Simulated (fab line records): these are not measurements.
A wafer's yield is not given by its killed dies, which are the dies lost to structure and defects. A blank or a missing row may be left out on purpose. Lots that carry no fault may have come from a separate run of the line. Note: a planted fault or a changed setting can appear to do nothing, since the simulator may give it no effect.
Struck lot and sound lot, side by side | flow n5-finfet | 28 steps out of a route of 1938
Sound: these wafers, L406.3, L406.5, L406.6. Wafers L415.1, L415.4, L415.6 were the ones struck. The cause is given at the end.
At each step with rows: each side's tool, then ch and its chambers, then its first start. Under that, the readings that differ: sound wafers | struck wafers | difference of the means | sigmas: that difference in standard deviations of wafers without a fault.
alike: readings with means less than 2 such deviations apart, plus words and numbers identical on both sides. not compared: withheld readings, readings lacking a value on some wafer, bounds such as >300 that could conceal the same value, and numbers that have no deviation in the record and whose values overlap.
Wherever a step has rows on one side only, a row that says differs or no value, or a row with sigmas, the two part there. When numbers do not overlap yet have no deviation, they are printed without sigmas and do not part them. Lack of a reading on every wafer of one side parts them only where that side has two or more wafers.

first, 10 steps without rows for these wafers: N5_FIN_SAQP_PRECLEAN_00 (cleans in SC1, time 60 s); N5_FIN_SAQP_PRECLEAN_44 (cleans in SC2, time 45 s); N5_FIN_SAQP_SRD_01 (time 30 s); N5_FIN_SAQP_ALD_61 (deposits SiO2, target thk 4 nm, pulse time 1 s, purge time 2 s); N5_FIN_SAQP_DENSIFY_62 (time 60 s); N5_FIN_SAQP_HM_DEP_03 (deposits SiNx from SiH4/NH3/N2, target thk 38 nm, time 33.6 s); N5_FIN_SAQP_PECVD_47 (deposits a-Si from SiH4/He, target thk 45 nm, time 36.3 s); N5_FIN_SAQP_PECVD_48 (deposits SiNx from SiH4/NH3/N2, target thk 25 nm, time 22.1 s); N5_FIN_SAQP_PECVD_06 (deposits a-Si from SiH4/He, target thk 60 nm, time 48.1 s); N5_FIN_SAQP_HM_DEP_72 (deposits SiO2 from SiH4/N2O, target thk 12 nm, time 7.2 s).
N5_FIN_SAQP_COAT_49: time 60 s, resist thk 100 nm.
  sound on litho-track-01 ch 0, day 4 04:30; struck on litho-track-01 ch 0, day 6 10:12
  reading                                   | sound                | struck               | difference | sigmas
  spin-speed-rpm (rpm)                      | 1500.4 1499.4 1500.0 | 1648.7 1649.1 1648.7 | +148.9     | +99 or more
  model.SOC_of_FIN_SAQP_COAT_49.thk-nm (nm) | 100.8 100.4 100.3    | 95.54 95.23 95.6     | -5.04      |
then, 9 steps without rows for these wafers: N5_FIN_SAQP_COAT_50 (time 60 s, resist thk 35 nm); N5_FIN_SAQP_COAT_10 (resist thk 90 nm); N5_FIN_SAQP_EBR_12; N5_FIN_SAQP_SOFTBAKE_11 (time 60 s); N5_FIN_SAQP_EXPOSE_13 (exposes mask FIN CORE, target cd 35.6 nm); N5_FIN_SAQP_PEB_14 (peb time 60 s); N5_FIN_SAQP_DEVELOP_15 (develop time 30 s); N5_FIN_SAQP_DESCUM_21 (chemistry O2, time 7.9 s); N5_FIN_SAQP_ETCH_51 (etches SiARC in CF4, target depth 45.5 nm, time 75.8 s).
N5_FIN_SAQP_ETCH_52: etches SOC in N2/H2, target depth 100 nm, overetch 20 nm, time 150 s.
  sound on rie-diel-03 ch 0,1, day 4 05:10; struck on rie-diel-04 ch 0,2,3, day 6 11:16
  reading                  | sound             | struck           | difference | sigmas
  model.etch.depth-nm (nm) | 100.8 100.4 100.3 | 95.54 95.23 95.6 | -5.04      |
  alike: drypump-motor-current-A, h2-flow-sccm, oes-product-au, rf-vpp-V, showerhead-plenum-p-Torr, temp-c, throttle-valve-pct
  not compared: rf-hours-counter-h
then, 3 steps without rows for these wafers: N5_FIN_SAQP_STRIP_53 (strips in N2/H2); N5_FIN_SAQP_HM_OPEN_73 (chemistry CHF3/O2, target SiO2, stops on a-Si, target depth 12 nm, time 16.8 s); N5_FIN_SAQP_STRIP_74 (strips in CHF3/O2).
N5_FIN_SAQP_MANDREL_ETCH_22: etches a-Si in HBr/Cl2, stops on SiNx, target depth 60 nm, bt time 10 s, time 30 s.
  sound on rie-si-05 ch 0,3, day 4 05:22; struck on rie-si-03 ch 0,2, day 6 11:27
  reading                                   | sound             | struck            | difference | sigmas
  model.SOC_of_FIN_SAQP_COAT_49.thk-nm (nm) | 76.02 75.71 76.33 | 71.33 71.74 72.05 | -4.31      |
  alike: drypump-motor-current-A, oes-product-au, throttle-valve-pct
  not compared: rf-hours-counter-h
then, 1 step without rows for these wafers: N5_FIN_SAQP_STRIP_55 (strips in N2/H2).
-- a jump in the record: the struck wafers' starts before and after are 7 days apart (it breaks off in module FIN_SAQP and resumes in module BEOL_M4, where the first step shown is number 1111 of the route) --
N5_BEOL_M4_RC_MEAS_101:
  sound on prober-01 ch 0, day 11 04:27; struck on prober-02 ch 0, day 13 18:23
  reading       | sound       | struck      | difference | sigmas
  ION_P (uA/um) | 464 478 473 | 446 452 456 | -20        | -2
  alike: DIBL_N, DIBL_P, IOFF_N, IOFF_P, ION_N, SS_N, SS_P, VT_N, VT_P
-- a jump in the record: the struck wafers' starts before and after are 5 days apart (it breaks off in module BEOL_M4 and resumes in module PASSIVATION, where the first step shown is number 1936 of the route) --
N5_PASSIVATION_PROBE_49:
  sound: prober-02 at day 15 12:53; struck: prober-02 at day 18 09:23
  reading              | sound | struck   | difference | sigmas
  sort_bin_8_speed (%) | 0 0 0 | 0.25 0 0 | +0.08      | +3
  alike: defect-limited-yield, killed_at_M0_to_M3, killed_at_M4_up, killed-at-contacts, killed-at-front-end, killed-at-other, killed-dies, killed-on-rim, killed-open, killed-short, sort_bin_5_function, sort_bin_6_memory, sort-n-pass, sort-yield-pct

## WHERE THEY PART
Last at N5_PASSIVATION_PROBE_49 as far as this record goes, first at N5_FIN_SAQP_COAT_49.

WHY: the cause the simulator had injected
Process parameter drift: litho-track-01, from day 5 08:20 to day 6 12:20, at N5_FIN_SAQP_COAT_49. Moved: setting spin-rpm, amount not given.
